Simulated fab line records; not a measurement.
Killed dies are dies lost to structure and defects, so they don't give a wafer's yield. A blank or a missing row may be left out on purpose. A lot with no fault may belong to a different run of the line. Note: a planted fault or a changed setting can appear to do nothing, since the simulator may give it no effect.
Matching of chambers || flow nandHarc || rieDiel-07 running NHARC_P_BONDPAD_DESCUM_11: 4 sister chambers
The step chemistry O2, time 3 s. 8 wafers are shown with their chamber, then 12 later ones without.

## WAFERS WITH THEIR CHAMBER
{"wafer": "L085.1", "chamber": 1, "drypumpMotorCurrentA (A)": 5.74, "oesProductAu (a.u.)": 0.971}
{"wafer": "L090.1", "chamber": 3, "drypumpMotorCurrentA (A)": 5.58, "oesProductAu (a.u.)": 0.980}
{"wafer": "L091.2", "chamber": 0, "drypumpMotorCurrentA (A)": 5.95, "oesProductAu (a.u.)": 1.001}
{"wafer": "L091.3", "chamber": 2, "drypumpMotorCurrentA (A)": 5.80, "oesProductAu (a.u.)": 0.998}
{"wafer": "L091.4", "chamber": 3, "drypumpMotorCurrentA (A)": 5.61, "oesProductAu (a.u.)": 1.005}
{"wafer": "L093.1", "chamber": 1, "drypumpMotorCurrentA (A)": 5.74, "oesProductAu (a.u.)": 0.992}
{"wafer": "L093.3", "chamber": 2, "drypumpMotorCurrentA (A)": 5.82, "oesProductAu (a.u.)": 0.994}
{"wafer": "L093.6", "chamber": 0, "drypumpMotorCurrentA (A)": 5.95, "oesProductAu (a.u.)": 1.005}

## WAFERS MISSING THEIR CHAMBER
{"wafer": "L094.2", "drypumpMotorCurrentA (A)": 5.94, "oesProductAu (a.u.)": 0.989}
{"wafer": "L094.3", "drypumpMotorCurrentA (A)": 5.80, "oesProductAu (a.u.)": 0.993}
{"wafer": "L094.4", "drypumpMotorCurrentA (A)": 5.61, "oesProductAu (a.u.)": 1.005}
{"wafer": "L095.1", "drypumpMotorCurrentA (A)": 5.81, "oesProductAu (a.u.)": 0.998}
{"wafer": "L095.2", "drypumpMotorCurrentA (A)": 5.66, "oesProductAu (a.u.)": 1.002}
{"wafer": "L095.4", "drypumpMotorCurrentA (A)": 5.94, "oesProductAu (a.u.)": 1.006}
{"wafer": "L097.1", "drypumpMotorCurrentA (A)": 5.94, "oesProductAu (a.u.)": 0.994}
{"wafer": "L097.4", "drypumpMotorCurrentA (A)": 5.75, "oesProductAu (a.u.)": 0.996}
{"wafer": "L097.6", "drypumpMotorCurrentA (A)": 5.94, "oesProductAu (a.u.)": 1.002}
{"wafer": "L096.1", "drypumpMotorCurrentA (A)": 5.64, "oesProductAu (a.u.)": 0.996}
{"wafer": "L096.3", "drypumpMotorCurrentA (A)": 5.97, "oesProductAu (a.u.)": 1.002}
{"wafer": "L096.5", "drypumpMotorCurrentA (A)": 5.76, "oesProductAu (a.u.)": 0.996}

## WHICH CHAMBER EACH WENT THROUGH
{"wafer": "L094.2", "from the rows above": 0, "in truth": 0}
{"wafer": "L094.3", "from the rows above": 2, "in truth": 2}
{"wafer": "L094.4", "from the rows above": 3, "in truth": 3}
{"wafer": "L095.1", "from the rows above": 2, "in truth": 2}
{"wafer": "L095.2", "from the rows above": "can't be placed: 3 or 1", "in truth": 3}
{"wafer": "L095.4", "from the rows above": 0, "in truth": 0}
{"wafer": "L097.1", "from the rows above": 0, "in truth": 0}
{"wafer": "L097.4", "from the rows above": 1, "in truth": 1}
{"wafer": "L097.6", "from the rows above": 0, "in truth": 0}
{"wafer": "L096.1", "from the rows above": 3, "in truth": 3}
{"wafer": "L096.3", "from the rows above": 0, "in truth": 0}
{"wafer": "L096.5", "from the rows above": "can't be placed: 1 or 2", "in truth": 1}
10 of 12 placed correctly. From these rows, 2 cannot be placed; in 2 the true chamber is one of the candidates. 0 placed wrongly.
How it was worked out, from the rows above alone: a wafer's distance from a chamber is the root of the sum, over the readings, of the square of ((its reading less the chamber's mean) divided by the reading's scatter). The wafer belongs to the nearest chamber; if the next one is less than 2 further off, it can't be placed. For every chamber, the mean is computed from those of its wafers that are shown. The scatter: take each reading less its chamber's mean, square it, sum over the shown wafers, divide by the number of wafers less the number of chambers, and take the root.
